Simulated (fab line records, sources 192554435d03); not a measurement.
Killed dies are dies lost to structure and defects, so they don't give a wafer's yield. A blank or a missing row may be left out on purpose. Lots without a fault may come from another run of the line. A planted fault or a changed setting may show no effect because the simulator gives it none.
Chamber matching | flow n5_finfet | N5_BEOL_M9_STRIP_67 on rie_diel-01: 4 sister chambers
The step strips in CF4. 4 wafers are shown with their chamber, then 12 later ones without.

WAFERS WITH THEIR CHAMBER
wafer  | chamber | showerhead_plenum_p_Torr (Torr)
L082.1 | 3       | 1.81
L082.4 | 0       | 1.88
L085.5 | 2       | 1.76
L085.6 | 1       | 1.89

WAFERS WITHOUT THEIR CHAMBER
wafer  | showerhead_plenum_p_Torr (Torr)
L087.1 | 1.76
L087.3 | 1.88
L087.5 | 1.89
L095.3 | 1.89
L095.4 | 1.89
L095.5 | 1.81
L094.1 | 1.87
L094.2 | 1.89
L094.3 | 1.80
L094.4 | 1.81
L094.5 | 1.87
L094.6 | 1.88

WHICH CHAMBER EACH WENT THROUGH
wafer  | from the rows above | in truth
L087.1 | 2                   | 2
L087.3 | 0                   | 0
L087.5 | 1                   | 1
L095.3 | 1                   | 1
L095.4 | 1                   | 1
L095.5 | 3                   | 3
L094.1 | 0                   | 0
L094.2 | 1                   | 1
L094.3 | 3                   | 3
L094.4 | 3                   | 3
L094.5 | 0                   | 0
L094.6 | 0                   | 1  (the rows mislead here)
Placed correctly: 11 of 12. Can't be placed from these rows: 0. Placed wrongly: 1.
How it was worked out, from the rows above alone: a wafer's distance from a chamber is the root of the sum, over the readings, of the square of ((its reading less the chamber's mean) divided by the reading's scatter). The wafer belongs to the nearest chamber; if the next one is less than 2 further off, it can't be placed. A chamber's mean is the mean of its shown wafers. The scatter: with one shown wafer a chamber, the root of the mean of the squares of how far each hidden wafer lies from its nearest shown one.
